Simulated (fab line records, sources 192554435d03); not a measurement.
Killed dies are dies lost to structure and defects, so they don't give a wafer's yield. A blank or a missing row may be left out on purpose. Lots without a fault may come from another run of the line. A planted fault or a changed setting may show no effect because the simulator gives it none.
fab line records | flow n5_finfet
record lots=5 wafers=13 last_day=18
route steps=1938 shown BEOL_M7@1320 BEOL_M8@1332 PASSIVATION@1936
lots that met no fault: from a run of the same line without faults
start_h: hours from the record's first day to the start of the lot's first wafer shown | wait_h: hours since the lot's step before | " the same as in the row above | L1.1+2: a row that stands for several wafers | - no value, or no start given | * or withheld: withheld | < > ~ a bound
route shown NAME@n: a module of which the file shows steps, and the number in the route of the first | usual: mean/standard deviation of fault-free wafers | same: alike in all rows | chamber/n: place in a boat | sites: the reading at each site | _std_site: their standard deviation | _edge_site: outer sites' mean less inner sites' | radius_mm: how far each site lies from the wafer's centre | mask NAME#n: copy n | behind: the tool/chamber that last shaped the wafer | hold: why the lot was held/for how many hours/how that ended | device: the transistor (n, p or np) that didn't switch | end of line: the same wafers' tests at the end of the route | a step without rows: its recipe alone | killed: dies lost to structure and defects at the first sort, not the wafer's yield | map: a wafer's dies, x killed, . not, _ none there
set.NAME: the setting as run; set.NAME@STEP: as run at that earlier step | model.NAME: the simulator's own value behind a step, which no gauge read
lots at some steps of the route; a table a step, a row a wafer
services: from which hour (start_h, from the record's first day; less than 0 if before it) a tool's chamber was out of use, for how many hours, and why
## steps
# step N5_BEOL_M7_ALD_77
# recipe material=TaN target_thk_a=20 temp_c=275 ald_precursor_family=PDMAT ald_co_reactant=NH3 pressure_torr=3 carrier_flow_sccm=1500 pulse_time_s=2 purge_time_s=3 co_reactant_purge_time_s=2 co_reactant_pulse_time_s=3 ald_cycles=40 precursor_vessel_temp_c=75 precursor_vessel_pressure_torr=26.25 precursor_vessel_carrier_sccm=1000
# step N5_BEOL_M7_SURFACE_TREAT_79
# recipe gas=Ar time_s=* ion_energy_ev=* ion_current_ma_cm2=0.5 pressure_mtorr=* ar_flow_sccm=30
# step N5_BEOL_M7_CVD_78
# recipe material=Co target_thk_a=20 temp_c=withheld precursor=CCTBA/H2 pressure_torr=30 time_s=142.3
# step N5_BEOL_M7_SPUTTER_48
# recipe material=Cu target_thk_a=100 temp_c=-20 bias_v=60 power_w=26000 chamber_pressure_pa=0.13 time_s=1.667
# step N5_BEOL_M7_ECD_50
# recipe material=Cu target_thk_a=3000
# step N5_BEOL_M7_ANNEAL_51
# recipe temp_c=225 time_s=90 ambient=N2
# step N5_BEOL_M7_CMP_52
# recipe stop_on=SiCOH_lowk t_overpolish_s=6.9 down_force_psi=1 platen_rpm=50 clearing_platen_down_force_psi=1.5 clearing_platen_rpm=50 post_cmp_clean=cu_alkaline target_thk_nm=80 clearing_platen_pad_velocity_m_s=0.99484 pad_velocity_m_s=0.99484
# step N5_BEOL_M7_PRE_CLEAN_55
# recipe gas=NH3 time_s=15 temp_c=withheld rf_power_w=300
# step N5_BEOL_M7_DEP_56
# recipe material=SiCN target_thk_a=100 temp_c=withheld precursor=3MS/NH3 pressure_torr=3 rf_w=202 time_s=17.5
# step N5_BEOL_M8_ILD_DEP_00
# recipe material=SiCOH_lowk target_thk_a=1797.5 temp_c=300 precursor=DEMS/porogen pressure_torr=5 rf_w=500 time_s=33.4
# usual heater_power_w=293/35 showerhead_plenum_p_Torr=5.736/0.017 throttle_valve_pct=13.7/0.95
# columns lot.wafer tool chamber start_h wait_h heater_power_w showerhead_plenum_p_Torr throttle_valve_pct model.SiCOH_lowk_of_BEOL_M8_ILD_DEP_00.thk_nm
L209.2 pecvd-02 0 227.60 0.0 315 5.710 12.8 175.6
L209.3 " 0 " " 316 5.703 12.9 180.4
L209.5 " 1 " " 233 5.753 14.9 182.6
L226.1 pecvd-02 2 342.80 0.0 259 5.738 13.2 179.4
L226.5 " 1 " " 262 5.731 14.9 216
L225.4 pecvd-02 0 343.11 0.1 347 5.704 12.8 178.4
L225.5 " 2 " " 306 5.734 13.1 211.6
L225.6 " 1 " " 233 5.741 15.1 211.6
L228.3 pecvd-02 2 357.81 0.0 296 5.749 13.2 178.6
L228.5 " 0 " " 341 5.698 12.8 207.2
L229.2 pecvd-03 2 360.58 0.0 272 5.734 12.6 171.8
L229.4 " 0 " " 331 5.732 14.3 174.6
L229.5 " 2 " " 275 5.726 12.7 176.6
# step N5_BEOL_M8_CURE_74
# recipe temp_c=385 time_s=240 ambient=He/Ar material=SiCOH_lowk
# step N5_BEOL_M8_THK_MEAS_01
# recipe reads=SiCOH_lowk_of_BEOL_M8_ILD_DEP_00
# usual M8_ILD_THK=154.5/2.5
# columns lot.wafer tool chamber start_h wait_h M8_ILD_THK[nm]
L209.2 film_metro-02 - 228.20 0.4 151.2
L209.3 " - " " 155.7
L209.5 " - " " 157.5
L226.1 film_metro-01 - 344.11 0.8 154.6
L226.5 " - " " 186.7
L225.4 film_metro-02 - 344.57 0.4 153.8
L225.5 " - " " 183.0
L225.6 " - " " 183.0
L228.3 film_metro-02 - 358.53 0.3 154.1
L228.5 " - " " 179.0
L229.2 film_metro-01 - 361.16 0.4 148.2
L229.4 " - " " 150.5
L229.5 " - " " 152.4
# step N5_BEOL_M8_PECVD_70
# recipe material=SiO2 target_thk_a=200 temp_c=400 precursor=TEOS/O2 pressure_torr=5.5 rf_w=450 teos_flow_sccm=53.8 gas=O2 flow_sccm=3000 time_s=22.7
# step N5_BEOL_M8_HM_DEP_02
# recipe material=TiN target_thk_a=200 temp_c=25 chamber_pressure_pa=0.49996
# step N5_BEOL_M8_COAT_59
# recipe resist=SOC temp_c=250 time_s=60 spin_rpm=1500 resist_thk_nm=100
# step N5_BEOL_M8_COAT_60
# recipe resist=SiARC temp_c=220 time_s=60 spin_rpm=1500 resist_thk_nm=35
# step N5_BEOL_M8_COAT_05
# recipe resist=CAR-ArF spin_rpm=1500 resist_thk_nm=90
# step N5_BEOL_M8_EBR_07
# recipe solvent=PGMEA ebr_width_mm=1.5
# step N5_BEOL_M8_SOFTBAKE_06
# recipe temp_c=110 time_s=60 resist=CAR-ArF
# step N5_BEOL_M8_EXPOSE_08
# recipe mask_id=M8 na=1.35 source_shape=dipole sigma_inner=0.817 sigma_outer=0.97 polarization=te dose_mj=68.25
# step N5_BEOL_M8_PEB_09
# recipe peb_temp_c=withheld peb_time_s=60 resist=CAR-ArF
# step N5_BEOL_M8_DEVELOP_10
# recipe develop_time_s=30 developer=TMAH resist=CAR-ArF rinse_liquid=diw dry=air_spin dev_temp_c=23
# step N5_BEOL_M8_DESCUM_16
# recipe chemistry=O2 time_s=7.9 source_power_w=50 bias_power_w=20 pressure_mtorr=20 rf_frequency_hz=2.712e+07 temp_c=40 resist=CAR-ArF o2_flow_sccm=225
# step N5_BEOL_M8_ETCH_61
# recipe chemistry=CF4 target=SiARC target_depth_a=455 mask_material=CAR-ArF time_s=75.8 ion_energy_ev=80 pressure_mtorr=40 source_w=545 bias_w=36 Ar_flow_sccm=100 cf4_flow_sccm=100 ends=cleared
# step N5_BEOL_M8_ETCH_62
# recipe chemistry=N2/H2 target=SOC target_depth_a=1100 overetch_a=220 mask_material=SiARC temp_c=40 time_s=165 ion_energy_ev=200 pressure_mtorr=30 source_w=840 bias_w=150 n2_flow_sccm=200 h2_flow_sccm=200
# step N5_BEOL_M8_STRIP_68
# recipe chemistry=N2/H2 temp_c=40 n2_flow_sccm=200 h2_flow_sccm=200 rf_frequency_hz=6e+07
# step N5_BEOL_M8_STRIP_67
# recipe chemistry=CF4 resist=SiARC power_w=300 bias_power_w=75 pressure_mtorr=50 cf4_flow_sccm=150 rf_frequency_hz=6e+07
# step N5_BEOL_M8_HM_OPEN_17
# recipe chemistry=Cl2/BCl3 target_depth_a=200 overetch_a=60 target=TiN mask_material=SOC ion_energy_ev=150 pressure_mtorr=10 icp_w=1000 bias_w=126 Cl2_flow_sccm=53.25 bcl3_flow_sccm=21.75 Ar_flow_sccm=25
# step N5_BEOL_M8_STRIP_19
# recipe chemistry=O2 power_w=400 temp_c=40 pressure_mtorr=30 rf_frequency_hz=6e+07 bias_power_w=0 overash_fraction=0.2 o2_flow_sccm=225
# step N5_BEOL_M8_COAT_63
# recipe resist=SOC temp_c=250 time_s=60 spin_rpm=1500 resist_thk_nm=60
# step N5_BEOL_M8_COAT_64
# recipe resist=SiARC temp_c=220 time_s=60 spin_rpm=1500 resist_thk_nm=12
# step N5_BEOL_M8_COAT_71
# recipe resist=underlayer temp_c=205 time_s=60 spin_rpm=1500 resist_thk_nm=5
# step N5_BEOL_M8_COAT_22
# recipe resist=CAR-EUV spin_rpm=1500 resist_thk_nm=30
# step N5_BEOL_M8_EBR_24
# recipe solvent=PGMEA ebr_width_mm=1.5
# step N5_BEOL_M8_SOFTBAKE_23
# recipe temp_c=110 time_s=60 resist=CAR-EUV
# step N5_BEOL_M8_CMP_52
# recipe stop_on=SiCOH_lowk t_overpolish_s=6.9 down_force_psi=1 platen_rpm=50 clearing_platen_down_force_psi=1.5 clearing_platen_rpm=50 post_cmp_clean=cu_alkaline target_thk_nm=80 clearing_platen_pad_velocity_m_s=0.99484 pad_velocity_m_s=0.99484
# usual motor_current_A=5.9/0.55 retaining_ring_pressure_frac=1.000/0.0052
# columns lot.wafer tool chamber start_h wait_h motor_current_A retaining_ring_pressure_frac model.SiCOH_lowk_of_BEOL_M8_ILD_DEP_00.thk_nm
L209.3 cmp-03 1 235.79 0.2 7.0 1.003 152.6
L209.2 " 2 " " 6.6 0.992 148.4
L209.5 " 0 " " 5.4 1.001 154.6
L226.1 cmp-03 3 349.75 0.4 5.7 1.000 151.8
L226.5 " 0 " " 5.2 1.000 183.8
L225.4 cmp-02 1 351.49 0.2 5.2 1.004 150.8
L225.5 " 2 " " 6.6 1.000 179.8
L225.6 " 3 " " 6.4 0.997 179.8
L228.3 cmp-03 0 365.03 0.2 4.9 1.008 151
L228.5 " 3 " " 5.8 0.994 176
L229.4 cmp-04 3 370.59 0.2 5.9 0.997 147.4
L229.2 " 1 " " 5.3 1.004 145.2
L229.5 " 3 " " 5.4 1.002 149.2
# step N5_PASSIVATION_PROBE_49
# usual defect_limited_yield=91.2/1.4 killed_at_M0_to_M3=34/11 killed_at_M4_up=14/6.3 killed_at_contacts=13/7.4 killed_at_front_end=38/11 killed_at_other=4.3/2.9 killed_dies=103/17 killed_open=68/12 killed_short=34/8 sort_bin_4_leakage=0.00/0.027 sort_bin_5_function=5.1/0.9 sort_bin_6_memory=3.3/0.66 sort_n_pass=1077/17 sort_yield_pct=91.2/1.4
# same gross_dies=1180 killed_at_back_side=0 sort_bin_8_speed[%]=0
# columns lot.wafer tool chamber start_h wait_h defect_limited_yield[%] killed_at_M0_to_M3 killed_at_M4_up killed_at_contacts killed_at_front_end killed_at_other killed_dies killed_open killed_short sort_bin_4_leakage[%] sort_bin_5_function[%] sort_bin_6_memory[%] sort_n_pass sort_yield_pct[%]
L226.1 prober-01 - 424.11 0.0 91.0 30 16 4 55 1 106 66 30 0 4.2 3.5 1074 91.0
L225.6 prober-01 - 424.66 0.3 91.4 31 21 7 38 4 101 69 25 0 5.3 2.5 1079 91.4
# killed by level:class
L226.1 FIN_SAQP:geometric_particle:short=13 BEOL_M3:geometric_particle:open=10 HKMG_FIN:area_etch=10 BEOL_M4:geometric_particle:open=9 STI_FIN_REVEAL:geometric_particle:open=8 FIN_SAQP:geometric_particle:open=7 BEOL_M1:geometric_particle:open=7 BEOL_M0_SAQP:geometric_particle:short=6
L225.6 BEOL_M4:geometric_particle:open=13 BEOL_M3:geometric_particle:open=13 FIN_SAQP:geometric_particle:open=8 BEOL_M2:geometric_particle:open=6 BEOL_M3:geometric_particle:short=5 STI_FIN_REVEAL:geometric_particle:open=4 DUMMY_GATE:geometric_particle:open=4 MOL_CONTACT_COAG:geometric_particle:open=4
## services
# columns tool chamber start_h hours kind
pecvd-02 - 214.70 1.5 repair
cmp-02 - 223.24 4.0 pm
cmp-02 - 227.24 - consumable_replace:conditioner
cmp-02 - 227.24 - consumable_replace:pad
cmp-04 - 229.39 1.3 repair
cmp-02 - 237.53 0.7 repair
cmp-04 - 249.63 4.0 pm
pecvd-02 0 249.92 2.1 scheduled_down
cmp-04 - 253.63 - consumable_replace:conditioner
cmp-03 - 261.29 4.6 pm
cmp-04 - 283.83 5.0 repair
cmp-04 - 292.00 0.3 repair
cmp-03 - 293.23 4.0 pm
cmp-03 - 297.23 - consumable_replace:conditioner
cmp-03 - 297.23 - consumable_replace:pad
cmp-04 - 300.38 0.6 repair
cmp-03 - 303.83 0.3 repair
pecvd-02 1 307.58 4.4 repair
cmp-04 - 318.09 4.9 repair
pecvd-02 - 335.95 0.3 repair
cmp-04 - 337.62 4.2 pm
cmp-04 - 349.53 3.4 repair
pecvd-03 0 352.53 6.8 repair
pecvd-03 - 364.63 0.4 repair
## key
first_sign step=N5_BEOL_M8_THK_MEAS_01 reading=M8_ILD_THK direction=up sigmas=11 usual=154.5 struck=182.9
effect none on later readings
model_effect step=N5_BEOL_M8_ILD_DEP_00 value=SiCOH_lowk_of_BEOL_M8_ILD_DEP_00.thk_nm without=179.8 struck=211.6
model_effect step=N5_BEOL_M8_CMP_52 value=SiCOH_lowk_of_BEOL_M8_ILD_DEP_00.thk_nm without=152 struck=179.9
met_at N5_BEOL_M8_ILD_DEP_00
struck_wafers L225.5,L225.6,L226.5,L228.5
baseline_loss step=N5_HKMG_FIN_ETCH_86 wafers=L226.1
onset_between 227.60 342.80
fault kind=process_parameter_drift tool=pecvd-02 chamber=- onset_h=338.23 steps=N5_BEOL_M8_ILD_DEP_00 channel=target_thk_a offset=* shape=step end_h=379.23 scope=struck_wafers_only acts_in=* stated=*
# baseline_loss: these wafers lose ten dies or more at that step, a loss of the line's own and not of a fault; the sort's usual values leave them out
